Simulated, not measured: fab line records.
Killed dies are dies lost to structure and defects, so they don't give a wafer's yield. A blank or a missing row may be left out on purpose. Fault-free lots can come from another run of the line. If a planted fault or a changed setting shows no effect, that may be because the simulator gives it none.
What tool caused it? + flow n5-finfet + 24 lots with 72 wafers sampled at 6 steps, on a route of 1938 steps

== WHAT THE GAUGES SHOWED, per wafer ==
N5_BEOL_M13_OVL_MEAS_29.
| lot  | measured     | on         | M13_OVL (nm) |
|------|--------------|------------|--------------|
| L076 | day 11 12:28 | overlay-02 | 0 1 -4       |
| L075 | day 11 14:04 | overlay-02 | -1 1 -1      |
| L074 | day 11 17:18 | overlay-01 | -2 6 1       |
| L077 | day 11 23:41 | overlay-02 | -12 -6 -4    |
| L078 | day 12 05:25 | overlay-01 | -7 -2 5      |
| L079 | day 12 09:50 | overlay-01 | -3 -2 -6     |
| L080 | day 12 19:01 | overlay-01 | -1 -2 -3     |
| L082 | day 12 21:16 | overlay-01 | 4 2 4        |
| L081 | day 12 22:07 | overlay-02 | 1 -8 0       |
| L083 | day 13 03:25 | overlay-02 | -1 3 -1      |
| L084 | day 13 04:22 | overlay-02 | 3 1 -2       |
| L085 | day 14 04:19 | overlay-01 | 4 1 3        |
| L086 | day 14 11:56 | overlay-02 | 6 5 8        |
| L088 | day 14 20:17 | overlay-02 | -3 -9 -12    |
| L087 | day 14 20:28 | overlay-01 | -1 -9 -3     |
| L089 | day 15 04:55 | overlay-02 | 0 4 -2       |
| L090 | day 15 10:38 | overlay-01 | 0 4 -1       |
| L091 | day 15 12:50 | overlay-01 | 4 3 5        |
| L092 | day 15 19:49 | overlay-01 | -6 -7 -6     |
| L094 | day 16 06:50 | overlay-01 | -10 -8 -7    |
| L093 | day 16 07:37 | overlay-02 | -2 0 -2      |
| L095 | day 16 18:11 | overlay-02 | 8 4 9        |
| L097 | day 16 20:37 | overlay-01 | -1 -5 -12    |
| L096 | day 16 21:22 | overlay-02 | -6 -6 6      |

N5_BEOL_M13_THK_MEAS_50: measures by xrf.
| lot  | measured     | on            | M13_THK (nm) |
|------|--------------|---------------|--------------|
| L076 | day 11 15:58 | film-metro-01 | 422 416 413  |
| L075 | day 11 17:20 | film-metro-01 | 404 410 410  |
| L074 | day 11 20:43 | film-metro-01 | 411 420 413  |
| L077 | day 12 02:46 | film-metro-02 | 413 406 403  |
| L078 | day 12 11:22 | film-metro-02 | 427 422 422  |
| L079 | day 12 12:28 | film-metro-01 | 427 401 403  |
| L080 | day 12 21:29 | film-metro-02 | 404 406 406  |
| L082 | day 13 01:11 | film-metro-02 | 405 402 408  |
| L081 | day 13 02:21 | film-metro-01 | 424 423 420  |
| L083 | day 13 09:22 | film-metro-02 | 425 420 429  |
| L084 | day 13 10:56 | film-metro-01 | 417 419 404  |
| L085 | day 14 10:34 | film-metro-02 | 415 411 414  |
| L086 | day 14 18:04 | film-metro-01 | 408 408 409  |
| L088 | day 15 00:24 | film-metro-01 | 430 425 400  |
| L087 | day 15 03:31 | film-metro-01 | 416 408 411  |
| L089 | day 15 08:19 | film-metro-01 | 426 392 398  |
| L090 | day 15 13:17 | film-metro-01 | 414 414 412  |
| L091 | day 15 19:19 | film-metro-01 | 405 403 404  |
| L092 | day 15 23:25 | film-metro-01 | 401 411 407  |
| L094 | day 16 10:22 | film-metro-01 | 406 402 410  |
| L093 | day 16 12:15 | film-metro-01 | 420 414 426  |
| L095 | day 16 23:07 | film-metro-02 | 424 429 409  |
| L097 | day 17 01:25 | film-metro-02 | 418 414 425  |
| L096 | day 17 01:38 | film-metro-01 | 421 407 421  |

N5_BEOL_M13_INSPECT_55: inspects for defects (darkfield).
| lot  | measured     | on                | raw-defect-count |
|------|--------------|-------------------|------------------|
| L076 | day 11 16:07 | defect-inspect-02 | 91 66 70         |
| L075 | day 11 17:29 | defect-inspect-02 | 77 105 114       |
| L074 | day 11 20:52 | defect-inspect-02 | 65 50 64         |
| L077 | day 12 02:58 | defect-inspect-01 | 109 48 33        |
| L078 | day 12 11:32 | defect-inspect-02 | 56 39 44         |
| L079 | day 12 12:37 | defect-inspect-01 | 62 56 49         |
| L080 | day 12 21:39 | defect-inspect-02 | 90 89 52         |
| L082 | day 13 01:21 | defect-inspect-02 | 55 87 78         |
| L081 | day 13 02:32 | defect-inspect-01 | 44 42 45         |
| L083 | day 13 09:31 | defect-inspect-01 | 69 50 76         |
| L084 | day 13 11:06 | defect-inspect-01 | 114 77 112       |
| L085 | day 14 10:43 | defect-inspect-02 | 47 65 68         |
| L086 | day 14 18:13 | defect-inspect-01 | 53 75 67         |
| L088 | day 15 00:34 | defect-inspect-01 | 76 70 95         |
| L087 | day 15 03:43 | defect-inspect-01 | 49 76 95         |
| L089 | day 15 08:29 | defect-inspect-02 | 172 66 97        |
| L090 | day 15 13:26 | defect-inspect-02 | 67 66 106        |
| L091 | day 15 19:28 | defect-inspect-01 | 45 75 79         |
| L092 | day 15 23:34 | defect-inspect-02 | 78 100 46        |
| L094 | day 16 10:32 | defect-inspect-01 | 105 68 67        |
| L093 | day 16 12:24 | defect-inspect-01 | 86 48 88         |
| L095 | day 16 23:16 | defect-inspect-01 | 87 94 65         |
| L097 | day 17 01:34 | defect-inspect-02 | 41 54 98         |
| L096 | day 17 01:47 | defect-inspect-02 | 39 52 43         |

N5_BEOL_M14_INSPECT_30: inspects for defects (macro).
| lot  | measured     | on                | raw-defect-count |
|------|--------------|-------------------|------------------|
| L076 | day 11 17:52 | defect-inspect-02 | 4 1 3            |
| L075 | day 11 20:06 | defect-inspect-02 | 2 2 1            |
| L074 | day 11 22:26 | defect-inspect-02 | 3 1 2            |
| L077 | day 12 04:39 | defect-inspect-01 | 1 1 2            |
| L078 | day 12 13:15 | defect-inspect-02 | 1 1 2            |
| L079 | day 12 14:14 | defect-inspect-02 | 4 2 3            |
| L080 | day 12 23:05 | defect-inspect-01 | 2 1 3            |
| L082 | day 13 03:16 | defect-inspect-02 | 1 2 2            |
| L081 | day 13 04:10 | defect-inspect-01 | 1 3 0            |
| L083 | day 13 11:34 | defect-inspect-01 | 3 1 4            |
| L084 | day 13 13:05 | defect-inspect-01 | 6 1 3            |
| L085 | day 14 12:25 | defect-inspect-02 | 0 2 3            |
| L086 | day 14 19:53 | defect-inspect-02 | 1 3 2            |
| L088 | day 15 02:07 | defect-inspect-02 | 2 4 1            |
| L087 | day 15 05:17 | defect-inspect-01 | 2 2 2            |
| L089 | day 15 10:10 | defect-inspect-02 | 1 3 1            |
| L090 | day 15 14:53 | defect-inspect-01 | 3 1 3            |
| L091 | day 15 21:02 | defect-inspect-02 | 2 0 2            |
| L092 | day 16 01:23 | defect-inspect-01 | 2 1 0            |
| L094 | day 16 11:58 | defect-inspect-02 | 1 0 1            |
| L093 | day 16 13:50 | defect-inspect-02 | 3 2 4            |
| L095 | day 17 00:50 | defect-inspect-01 | 4 0 4            |
| L097 | day 17 03:19 | defect-inspect-02 | 3 0 3            |
| L096 | day 17 03:30 | defect-inspect-02 | 2 4 1            |

== EACH LOT AND THE TOOL THAT RAN IT (in order: tool; ch and the chambers of the sampled wafers; start) ==
| lot  | N5_BEOL_M13_ETCH_67                | N5_BEOL_M14_STRIP_64                          |
|------|------------------------------------|-----------------------------------------------|
| L076 | rie-diel-02 ch 2,3, day 11 12:33   | rie-diel-01 ch 0,1,2, day 11 17:52 or earlier |
| L075 | rie-diel-02 ch 2,3, day 11 14:10   | rie-diel-05 ch 1,2, day 11 20:06 or earlier   |
| L074 | rie-diel-02 ch 0,2,3, day 11 17:24 | rie-diel-05 ch 1,3, day 11 22:26 or earlier   |
| L077 | rie-diel-03 ch 0,1,3, day 11 23:46 | rie-diel-05 ch 0,2, day 12 04:39 or earlier   |
| L078 | rie-diel-06 ch 0,3, day 12 05:31   | rie-diel-04 ch 1,2,3, day 12 13:15 or earlier |
| L079 | rie-diel-06 ch 2,3, day 12 09:56   | rie-diel-05 ch 1,2, day 12 14:14 or earlier   |
| L080 | rie-diel-02 ch 2,3, day 12 19:09   | rie-diel-05 ch 0,1, day 12 23:05 or earlier   |
| L082 | rie-diel-02 ch 0,2,3, day 12 21:22 | rie-diel-04 ch 0,1,3, day 13 03:16 or earlier |
| L081 | rie-diel-06 ch 1,3, day 12 22:13   | rie-diel-05 ch 2,3, day 13 04:10 or earlier   |
| L083 | rie-diel-06 ch 0,3, day 13 03:34   | rie-diel-01 ch 0,1,2, day 13 11:34 or earlier |
| L084 | rie-diel-03 ch 1,2,3, day 13 04:28 | rie-diel-01 ch 0,2,3, day 13 13:05 or earlier |
| L085 | rie-diel-02 ch 2,3, day 14 04:25   | rie-diel-04 ch 0,2,3, day 14 12:25 or earlier |
| L086 | rie-diel-02 ch 2,3, day 14 12:02   | rie-diel-05 ch 1,2,3, day 14 19:53 or earlier |
| L088 | rie-diel-06 ch 0,2,3, day 14 20:23 | rie-diel-04 ch 2,3, day 15 02:07 or earlier   |
| L087 | rie-diel-03 ch 0,1,2, day 14 20:44 | rie-diel-04 ch 0,1,3, day 15 05:17 or earlier |
| L089 | rie-diel-06 ch 2,3, day 15 05:00   | rie-diel-04 ch 0,2,3, day 15 10:10 or earlier |
| L090 | rie-diel-02 ch 0,3, day 15 10:44   | rie-diel-04 ch 1,2, day 15 14:53 or earlier   |
| L091 | rie-diel-02 ch 1,2, day 15 12:55   | rie-diel-04 ch 0,1,2, day 15 21:02 or earlier |
| L092 | rie-diel-02 ch 0,1,3, day 15 19:55 | rie-diel-01 ch 0,1,2, day 16 01:23 or earlier |
| L094 | rie-diel-02 ch 0,1,2, day 16 06:56 | rie-diel-05 ch 1,2,3, day 16 11:58 or earlier |
| L093 | rie-diel-06 ch 0,1,3, day 16 07:42 | rie-diel-05 ch 0,1,2, day 16 13:50 or earlier |
| L095 | rie-diel-03 ch 0,1,3, day 16 18:46 | rie-diel-05 ch 0,3, day 17 00:50 or earlier   |
| L097 | rie-diel-03 ch 0,3, day 16 21:19   | rie-diel-05 ch 0,2,3, day 17 03:19 or earlier |
| L096 | rie-diel-03 ch 0,1,2, day 16 22:19 | rie-diel-01 ch 0,1,3, day 17 03:30 or earlier |
- N5_BEOL_M13_ETCH_67: etches SiARC in CF4, target depth 143 nm, time 238.3 s.
- N5_BEOL_M14_STRIP_64: strips in O2.

== AS READ BY THE TOOLS THEMSELVES (means over the sampled wafers that have a number; for cases with no such wafer, the mark the record gives instead) ==
N5_BEOL_M13_ETCH_67.
| lot  | tool        | drypump-motor-current-A (A) | etch-rf-on-time-s (s) | oes-product-au (a.u.) | rf-vpp-V (V) | showerhead-plenum-p-Torr (Torr) | throttle-valve-pct (%) |
|------|-------------|-----------------------------|-----------------------|-----------------------|--------------|---------------------------------|------------------------|
| L076 | rie-diel-02 | 5.8                         | 239                   | 0.76                  | 183.2        | 2.10                            | 15.52                  |
| L075 | rie-diel-02 | 5.8                         | 241                   | 0.75                  | 182.9        | 2.10                            | 15.50                  |
| L074 | rie-diel-02 | 5.9                         | 240                   | 0.68                  | 184.4        | 2.14                            | 15.52                  |
| L077 | rie-diel-03 | 5.9                         | 246                   | 0.66                  | 183.1        | 2.11                            | 15.66                  |
| L078 | rie-diel-06 | 5.8                         | 236                   | 0.70                  | 184.0        | 2.20                            | 15.67                  |
| L079 | rie-diel-06 | 5.3                         | 254                   | 0.64                  | 184.7        | 2.18                            | 15.82                  |
| L080 | rie-diel-02 | 5.8                         | 242                   | 0.74                  | 182.9        | 2.09                            | 15.53                  |
| L082 | rie-diel-02 | 5.9                         | 242                   | 0.67                  | 184.3        | 2.13                            | 15.56                  |
| L081 | rie-diel-06 | 5.5                         | 235                   | 0.75                  | 183.3        | 2.15                            | 15.39                  |
| L083 | rie-diel-06 | 5.8                         | 235                   | 0.69                  | 184.1        | 2.19                            | 15.69                  |
| L084 | rie-diel-03 | 6.0                         | 245                   | 0.63                  | 184.2        | 2.14                            | 15.80                  |
| L085 | rie-diel-02 | 5.8                         | 243                   | 0.73                  | 183.2        | 2.09                            | 15.55                  |
| L086 | rie-diel-02 | 5.5                         | 242                   | 0.69                  | 182.9        | 2.09                            | 15.54                  |
| L088 | rie-diel-06 | 5.6                         | 246                   | 0.65                  | 185.0        | 2.18                            | 15.78                  |
| L087 | rie-diel-03 | 6.2                         | 239                   | 0.69                  | 183.5        | 2.10                            | 15.52                  |
| L089 | rie-diel-06 | 5.4                         | 259                   | 0.62                  | 185.5        | 2.17                            | 15.87                  |
| L090 | rie-diel-02 | 5.6                         | 237                   | 0.71                  | 184.1        | 2.12                            | 15.40                  |
| L091 | rie-diel-02 | 6.4                         | 242                   | 0.67                  | 184.1        | 2.13                            | 15.53                  |
| L092 | rie-diel-02 | 6.1                         | 240                   | 0.70                  | 183.5        | 2.14                            | 15.40                  |
| L094 | rie-diel-02 | 6.3                         | 242                   | 0.71                  | 184.2        | 2.15                            | 15.43                  |
| L093 | rie-diel-06 | 5.7                         | 232                   | 0.70                  | 184.7        | 2.16                            | 15.59                  |
| L095 | rie-diel-03 | 5.9                         | 240                   | 0.69                  | 183.7        | 2.10                            | 15.56                  |
| L097 | rie-diel-03 | 6.0                         | 239                   | 0.74                  | 183.7        | 2.10                            | 15.21                  |
| L096 | rie-diel-03 | 6.2                         | 239                   | 0.68                  | 183.8        | 2.09                            | 15.56                  |

N5_BEOL_M14_STRIP_64.
| lot  | tool        | drypump-motor-current-A (A) | oes-product-au (a.u.) | rf-vpp-V (V) | showerhead-plenum-p-Torr (Torr) | throttle-valve-pct (%) |
|------|-------------|-----------------------------|-----------------------|--------------|---------------------------------|------------------------|
| L076 | rie-diel-01 | 5.5                         | 0.81                  | 3.8          | 2.08                            | 16.6                   |
| L075 | rie-diel-05 | 5.7                         | 0.75                  | 3.5          | 1.96                            | 17.0                   |
| L074 | rie-diel-05 | 5.2                         | 0.71                  | 3.6          | 2.11                            | 16.7                   |
| L077 | rie-diel-05 | 5.2                         | 0.71                  | 4.3          | 1.95                            | 16.9                   |
| L078 | rie-diel-04 | 5.4                         | 0.89                  | 3.5          | 2.15                            | 16.4                   |
| L079 | rie-diel-05 | 5.6                         | 0.75                  | 4.0          | 1.99                            | 16.7                   |
| L080 | rie-diel-05 | 5.3                         | 0.73                  | 3.8          | 2.00                            | 16.6                   |
| L082 | rie-diel-04 | 5.6                         | 0.88                  | 3.8          | 2.16                            | 16.3                   |
| L081 | rie-diel-05 | 5.2                         | 0.87                  | 3.9          | 2.08                            | 16.7                   |
| L083 | rie-diel-01 | 5.5                         | 0.80                  | 3.4          | 2.07                            | 16.6                   |
| L084 | rie-diel-01 | 5.8                         | 0.78                  | 3.6          | 2.11                            | 16.7                   |
| L085 | rie-diel-04 | 5.6                         | 0.84                  | 3.8          | 2.12                            | 16.4                   |
| L086 | rie-diel-05 | 5.4                         | 0.80                  | 3.6          | 2.03                            | 16.7                   |
| L088 | rie-diel-04 | 5.5                         | 0.85                  | 4.2          | 2.12                            | 16.5                   |
| L087 | rie-diel-04 | 5.6                         | 0.84                  | 3.3          | 2.15                            | 16.4                   |
| L089 | rie-diel-04 | 5.6                         | 0.83                  | 3.2          | 2.12                            | 16.5                   |
| L090 | rie-diel-04 | 5.7                         | 0.87                  | 3.4          | 2.14                            | 16.6                   |
| L091 | rie-diel-04 | 5.7                         | 0.85                  | 3.4          | 2.14                            | 16.5                   |
| L092 | rie-diel-01 | 5.5                         | 0.77                  | 3.5          | 2.06                            | 16.7                   |
| L094 | rie-diel-05 | 5.4                         | 0.77                  | 3.0          | 2.02                            | 16.7                   |
| L093 | rie-diel-05 | 5.3                         | 0.80                  | 3.7          | 2.05                            | 16.7                   |
| L095 | rie-diel-05 | 5.0                         | 0.89                  | 4.1          | 2.16                            | 16.4                   |
| L097 | rie-diel-05 | 5.2                         | 0.84                  | 3.8          | 2.08                            | 16.7                   |
| L096 | rie-diel-01 | 5.7                         | 0.83                  | 3.7          | 2.07                            | 16.6                   |

== THE ANSWER, worked out from the rows above alone ==
Rule: usual is defined by the lots themselves. The widest of any qualifying gaps counts: lots, ordered by their means at a reading, are off when they make up no more than a third of the lots, leave a main group of 4 or more, and stand apart from it by 3 or more times the standard deviation of that group's means. If all means in a main group match to the digits the tables above print for the reading, that group is not used. A lot without any number at a reading at which 4 lots or more have one is off too. Where the step has rows for the other lots, those lots are counted as sound. Order of review: gauges by route order, followed by the tools' own readings, for which a lot's mean as printed above is used. The first step at which some lot is off is used, and at that step the reading that is off furthest; a lot without a number counts as furthest.
No lot is off on any of the readings shown, so nothing can be concluded from this.

== WHAT WAS PUT IN BY THE SIMULATOR ==
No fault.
